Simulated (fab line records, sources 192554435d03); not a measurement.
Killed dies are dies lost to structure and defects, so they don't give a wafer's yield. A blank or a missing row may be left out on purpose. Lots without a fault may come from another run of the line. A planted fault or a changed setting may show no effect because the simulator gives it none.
Chamber matching | flow n5_finfet | N5_BEOL_M10_ALD_74 on ald_metal-04: 4 sister chambers
The step deposits TaN, target thk 2 nm, pulse time 2 s, purge time 3 s. 18 wafers are shown with their chamber, then 9 later ones without.

WAFERS WITH THEIR CHAMBER
wafer  | chamber | heater_power_w (W) | susceptor_temp_C (C)
L077.2 | 0       | 452                | 274.93
L077.4 | 3       | 462                | 274.85
L077.6 | 2       | 392                | 274.89
L083.1 | 3       | 468                | 274.76
L083.3 | 1       | 360                | 275.10
L083.4 | 0       | 469                | 274.76
L084.1 | 1       | 370                | 274.89
L084.2 | 3       | 462                | 274.97
L084.4 | 2       | 387                | 274.62
L085.2 | 3       | 458                | 274.95
L085.3 | 0       | 464                | 275.08
L085.6 | 2       | 378                | 274.77
L087.1 | 1       | 378                | 275.13
L087.5 | 2       | 385                | 274.94
L087.6 | 3       | 457                | 274.88
L090.2 | 1       | 363                | 275.34
L090.3 | 3       | 464                | 274.78
L090.5 | 1       | 362                | 274.89

SIGNATURES (means of the wafers above)
reading          | chamber 0 | chamber 1 | chamber 2 | chamber 3 | scatter within a chamber
heater_power_w   | 461.67    | 366.60    | 385.50    | 461.83    | 6.29
susceptor_temp_C | 274.9233  | 275.0700  | 274.8050  | 274.8650  | 0.144
Rule: a wafer's distance from a chamber is the root of the sum, over the readings, of the square of ((its reading less the chamber's mean) divided by the reading's scatter). The wafer belongs to the nearest chamber; if the next one is less than 2 further off, it can't be placed. The scatter: the root of (the sum of the squares of (reading less its chamber's mean) over the shown wafers, divided by (wafers less chambers)).

WAFERS WITHOUT THEIR CHAMBER
wafer  | heater_power_w (W) | susceptor_temp_C (C)
L092.2 | 462                | 274.88
L092.4 | 453                | 275.00
L092.5 | 458                | 274.96
L097.3 | 384                | 274.98
L097.4 | 445                | 275.21
L097.6 | 371                | 275.20
L096.1 | 382                | 275.19
L096.4 | 370                | 274.75
L096.6 | 468                | 274.53

WHICH CHAMBER EACH WENT THROUGH
wafer  | from the rows above     | in truth
L092.2 | can't be placed: 3 or 0 | 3
L092.4 | can't be placed: 0 or 3 | 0
L092.5 | can't be placed: 0 or 3 | 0
L097.3 | can't be placed: 2 or 1 | 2
L097.4 | can't be placed: 0 or 3 | 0
L097.6 | 1                       | 1
L096.1 | can't be placed: 1 or 2 | 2
L096.4 | can't be placed: 1 or 2 | 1
L096.6 | can't be placed: 3 or 0 | 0
Placed correctly: 1 of 9. Can't be placed from these rows: 8 (the true chamber is among the candidates in 8). Placed wrongly: 0.
